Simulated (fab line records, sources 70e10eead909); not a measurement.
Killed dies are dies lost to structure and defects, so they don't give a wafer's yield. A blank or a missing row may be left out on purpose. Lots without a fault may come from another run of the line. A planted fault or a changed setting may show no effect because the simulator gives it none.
Problem report in the 8D (eight disciplines) form, filled by code | flow nand_harc | the parts of the form that need people (team, actions taken, sign-off) are left out

1. THE PROBLEM
run_length_s at NHARC_P_M2_ETCH_35 reads a mean of 51.4 s on 2 wafers of 2 lots; wafers without a fault read 64.9 s with a standard deviation of 0.42. That is -32 standard deviations from the usual mean.
The step: etches the open film in N2/H2, target depth 40 nm, overetch 12 nm, time 43.94 s.
First seen on wafer L634.1, day 8 06:11, on rie_diel-02. The record holds 36 wafers of 12 lots with a number at this step. Rule for "out", or "out of limits": more than 4 standard deviations from the usual mean. The other wafers with a number count as sound.

2. WHAT IT IS AND WHAT IT IS NOT
question                    | is               | is not
which readings at this step | run_length_s     | drypump_motor_current_A, rf_vpp_V, showerhead_plenum_p_Torr, throttle_valve_pct
which lots                  | L634, L636       | L626, L627, L629, L632, L640, L641, L644, L646, L648, L649
which wafers of those lots  | L634.1, L636.1   | L634.3, L634.6, L636.4, L636.6
read on which tools         | rie_diel-02      | rie_diel-06, rie_diel-13
when                        | from day 8 06:11 | up to then (14 sound wafers); but 20 sound wafers of L636, L640, L641, L644, L646, L648, L649 came after

3. SUSPECTS, AND WHAT RULES EACH OUT
Counting: a tool at a process step up to the reading stays a suspect if it ran every lot that is out. Sound lots after the first of them don't rule it out here, since some wafers of a struck lot are sound.
- rie_diel-02 at NHARC_P_M2_ETCH_35 (etches the open film in N2/H2, target depth 40 nm, overetch 12 nm, time 43.94 s): kept. It ran every lot that is out, first L634 (day 8 06:11); its last sound lot up to then is L632 (day 8 05:11). Its own readings are out on those wafers: run_length_s.
Left after counting: rie_diel-02 at NHARC_P_M2_ETCH_35.

4. THE CAUSE (what the simulator had put in)
Process parameter drift: rie_diel-02, from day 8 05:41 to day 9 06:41, at NHARC_P_M2_ETCH_35. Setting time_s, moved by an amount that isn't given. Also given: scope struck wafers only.
Counting left only this tool.

5. THE CHAIN OF EFFECTS, in route order
Each row: a reading whose mean over the struck wafers that have a number lies more than 3 standard deviations from the usual. Only readings for which the record gives a usual standard deviation are gone through. hours: the time from each lot's start at the first step in this table that gives one to its start at this step, as a median over the lots. sigmas: the change in usual standard deviations.
hours | step               | reading      | usual  | on struck wafers | change | sigmas
0     | NHARC_P_M2_ETCH_35 | run_length_s | 64.9 s | 51.4             | -13.5  | -32
The process steps in it:
- NHARC_P_M2_ETCH_35: etches the open film in N2/H2, target depth 40 nm, overetch 12 nm, time 43.94 s.
Later measuring or inspecting steps at which every struck wafer that the step has a row for has a number for every such reading, and none has moved that far: NHARC_END_SORT_01.

6. WHAT WOULD HAVE CAUGHT IT SOONER
In this record the first reading out of limits was taken at day 8 06:11, 0 hours after the fault began at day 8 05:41.
